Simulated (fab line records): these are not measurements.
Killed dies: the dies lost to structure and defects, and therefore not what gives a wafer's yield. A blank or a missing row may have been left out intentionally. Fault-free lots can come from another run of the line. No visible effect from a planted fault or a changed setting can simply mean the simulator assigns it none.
What tool caused it? + flow nandHarc + 14 lots, 42 wafers sampled, at 4 steps of a route of 1302

## WHAT EACH GAUGE READ, for each wafer
NHARC_A_ONON_D2_THK_MEAS_02: measures by ellipsometry.
| lot  | measured     | on           | thkNm (nm)     |
|------|--------------|--------------|----------------|
| L245 | day 12 10:49 | filmMetro-02 | 1017 1015 1016 |
| L246 | day 13 01:19 | filmMetro-02 | 982 983 982    |
| L247 | day 13 01:10 | filmMetro-02 | 986 987 984    |
| L248 | day 13 01:09 | filmMetro-01 | 985 986 987    |
| L249 | day 14 00:04 | filmMetro-02 | 998 999 998    |
| L250 | day 14 10:33 | filmMetro-01 | 998 998 998    |
| L255 | day 16 21:58 | filmMetro-01 | 614 1020 1021  |
| L257 | day 17 20:33 | filmMetro-01 | 1012 601 1011  |
| L260 | day 18 02:15 | filmMetro-02 | 1002 1003 1003 |
| L262 | day 19 03:53 | filmMetro-01 | 1004 1004 1004 |
| L265 | day 20 11:27 | filmMetro-02 | 1017 1018 1017 |
| L266 | day 21 04:01 | filmMetro-02 | 1008 1008 1007 |
| L267 | day 21 06:35 | filmMetro-01 | 989 989 990    |
| L268 | day 22 04:44 | filmMetro-02 | 996 994 995    |

## WHAT TOOL EACH LOT RAN ON (gives the tool, then ch and the chambers of the sampled wafers, and finally the start)
| lot  | NHARC_A_CHANNEL_HOLE_D1_ETCH_23 | NHARC_A_CHANNEL_HOLE_D1_STRIP_27             | NHARC_A_ONON_D2_DEP_00          |
|------|---------------------------------|----------------------------------------------|---------------------------------|
| L245 | harEtch-01 ch 0,1, day 8 13:59  | rieDiel-13 ch 2,3, day 12 10:22 or earlier   | pecvdOnon-04 ch 0, day 12 10:22 |
| L246 | harEtch-01 ch 0,1, day 9 08:59  | rieDiel-13 ch 0,2, day 13 00:51 or earlier   | pecvdOnon-03 ch 0, day 13 00:51 |
| L247 | harEtch-02 ch 0,1, day 9 14:28  | rieDiel-13 ch 1,2,3, day 13 00:38 or earlier | pecvdOnon-04 ch 0, day 13 00:38 |
| L248 | harEtch-01 ch 0,1, day 9 15:58  | rieDiel-13 ch 0,1,3, day 13 00:46 or earlier | pecvdOnon-01 ch 0, day 13 00:46 |
| L249 | harEtch-02 ch 0,1, day 10 08:14 | rieDiel-13 ch 0,2, day 13 23:31 or earlier   | pecvdOnon-01 ch 0, day 13 23:31 |
| L250 | harEtch-02 ch 0,1, day 10 16:34 | rieDiel-13 ch 0,3, day 14 10:02 or earlier   | pecvdOnon-03 ch 0, day 14 10:02 |
| L255 | harEtch-02 ch 1, day 12 21:55   | rieDiel-13 ch 1,2, day 16 21:31 or earlier   | pecvdOnon-01 ch 0, day 16 21:31 |
| L257 | harEtch-02 ch 0,1, day 14 01:49 | rieDiel-05 ch 2,3, day 17 20:10 or earlier   | pecvdOnon-01 ch 0, day 17 20:10 |
| L260 | harEtch-01 ch 0,1, day 14 14:01 | rieDiel-13 ch 0,1,3, day 18 01:52 or earlier | pecvdOnon-04 ch 0, day 18 01:52 |
| L262 | harEtch-02 ch 0,1, day 15 05:58 | rieDiel-05 ch 0,1,3, day 19 03:22 or earlier | pecvdOnon-03 ch 0, day 19 03:22 |
| L265 | harEtch-01 ch 0,1, day 16 20:22 | rieDiel-13 ch 1,2, day 20 10:56 or earlier   | pecvdOnon-04 ch 0, day 20 10:56 |
| L266 | harEtch-01 ch 0,1, day 17 12:31 | rieDiel-13 ch 0,2,3, day 21 03:38 or earlier | pecvdOnon-01 ch 0, day 21 03:38 |
| L267 | harEtch-01 ch 0,1, day 17 16:34 | rieDiel-06 ch 0,2,3, day 21 06:08 or earlier | pecvdOnon-03 ch 0, day 21 06:08 |
| L268 | harEtch-02 ch 0,1, day 17 23:23 | rieDiel-13 ch 2,3, day 22 04:20 or earlier   | pecvdOnon-01 ch 0, day 22 04:20 |
- NHARC_A_CHANNEL_HOLE_D1_ETCH_23: etches the open film in C4F8/O2/Ar, time 819 s, target depth 1600 nm.
- NHARC_A_CHANNEL_HOLE_D1_STRIP_27: strips in O2.
- NHARC_A_ONON_D2_DEP_00: target thk 1000 nm.

## WHAT THE TOOLS THEMSELVES READ (means of the sampled wafers that have a number; where no wafer has one, the mark that the record gives instead)
NHARC_A_CHANNEL_HOLE_D1_ETCH_23.
| lot  | tool       | drypumpMotorCurrentA (A) | o2FlowSccm (sccm) | showerheadPlenumPTorr (Torr) | throttleValvePct (%) |
|------|------------|--------------------------|-------------------|------------------------------|----------------------|
| L245 | harEtch-01 | 6.3                      | 35.75             | 3.74                         | 32.146               |
| L246 | harEtch-01 | 6.3                      | 35.69             | 3.73                         | 32.159               |
| L247 | harEtch-02 | 5.8                      | 35.74             | 3.67                         | 32.156               |
| L248 | harEtch-01 | 5.9                      | 35.71             | 3.73                         | 32.158               |
| L249 | harEtch-02 | 5.3                      | 35.68             | 3.71                         | 32.167               |
| L250 | harEtch-02 | 5.3                      | 35.72             | 3.70                         | 32.155               |
| L255 | harEtch-02 | 6.2                      | 35.80             | 3.59                         | 32.156               |
| L257 | harEtch-02 | 5.7                      | 35.73             | 3.64                         | 32.151               |
| L260 | harEtch-01 | 6.3                      | 35.76             | 3.69                         | 32.156               |
| L262 | harEtch-02 | 5.3                      | 35.80             | 3.66                         | 32.155               |
| L265 | harEtch-01 | 6.3                      | 35.63             | 3.68                         | 32.158               |
| L266 | harEtch-01 | 6.3                      | 35.75             | 3.67                         | 32.162               |
| L267 | harEtch-01 | 6.3                      | 35.66             | 3.66                         | 32.158               |
| L268 | harEtch-02 | 5.3                      | 35.72             | 3.78                         | 32.152               |

NHARC_A_CHANNEL_HOLE_D1_STRIP_27.
| lot  | tool       | drypumpMotorCurrentA (A) | o2FlowSccm (sccm) | oesProductAu (a.u.) | rfVppV (V) | showerheadPlenumPTorr (Torr) | throttleValvePct (%) |
|------|------------|--------------------------|-------------------|---------------------|------------|------------------------------|----------------------|
| L245 | rieDiel-13 | 5.7                      | 499.7             | 0.994               | 58.9       | 3.60                         | 17.041               |
| L246 | rieDiel-13 | 6.0                      | 499.0             | 0.989               | 57.6       | 3.47                         | 17.028               |
| L247 | rieDiel-13 | 6.1                      | 500.7             | 0.997               | 57.7       | 3.54                         | 17.038               |
| L248 | rieDiel-13 | 5.8                      | 499.0             | 0.994               | 58.1       | 3.54                         | 17.028               |
| L249 | rieDiel-13 | 5.8                      | 499.9             | 0.984               | 57.6       | 3.47                         | 17.029               |
| L250 | rieDiel-13 | 5.4                      | 499.7             | 0.991               | 57.8       | 3.60                         | 17.036               |
| L255 | rieDiel-13 | 6.5                      | 500.5             | 0.997               | 58.3       | 3.48                         | 17.037               |
| L257 | rieDiel-05 | 5.6                      | 500.5             | 1.000               | 58.5       | 3.61                         | 17.036               |
| L260 | rieDiel-13 | 5.8                      | 499.9             | 0.994               | 57.2       | 3.53                         | 17.030               |
| L262 | rieDiel-05 | 5.8                      | 499.7             | 1.007               | 57.9       | 3.56                         | 17.053               |
| L265 | rieDiel-13 | 6.4                      | 500.2             | 1.000               | 56.3       | 3.48                         | 17.027               |
| L266 | rieDiel-13 | 5.7                      | 499.1             | 0.989               | 57.8       | 3.52                         | 17.042               |
| L267 | rieDiel-06 | 5.5                      | 500.3             | 1.000               | 58.4       | 3.55                         | 17.036               |
| L268 | rieDiel-13 | 5.6                      | 501.5             | 1.003               | 58.2       | 3.59                         | 17.036               |

## THE ANSWER, worked out from the rows above alone
Rule: what is usual is taken from the lots themselves. The widest of any qualifying gaps counts: lots, ordered by their means at a reading, are off when they make up no more than a third of the lots, leave a main group of 4 or more, and stand apart from it by 3 or more times the standard deviation of that group's means. The tables above print the reading to a certain number of digits; a main group whose means all agree to those digits is not used. A lot without any number at a reading at which 4 lots or more have one is off too. The other lots that the step has rows for count as sound. First the gauges in route order, then the tools' own readings, where a lot's mean is used as printed above. The first step at which some lot is off is used, and at that step the reading that is off furthest; a lot without a number counts as furthest.
Off, at NHARC_A_ONON_D2_THK_MEAS_02 on thkNm: L255, L257. Main group: mean 999 nm, sd 11.
If a tool, at a process step before that reading, ran all the lots that are off and no sound lot after the first of them, it fits. The gauges at NHARC_A_ONON_D2_THK_MEAS_02 are tried like those tools. Because NHARC_A_CHANNEL_HOLE_D1_STRIP_27 lacks a start for some lots, the hours and order of its lots are taken from NHARC_A_ONON_D2_DEP_00. No candidate that was tried fits.

## WHAT THE SIMULATOR PUT IN
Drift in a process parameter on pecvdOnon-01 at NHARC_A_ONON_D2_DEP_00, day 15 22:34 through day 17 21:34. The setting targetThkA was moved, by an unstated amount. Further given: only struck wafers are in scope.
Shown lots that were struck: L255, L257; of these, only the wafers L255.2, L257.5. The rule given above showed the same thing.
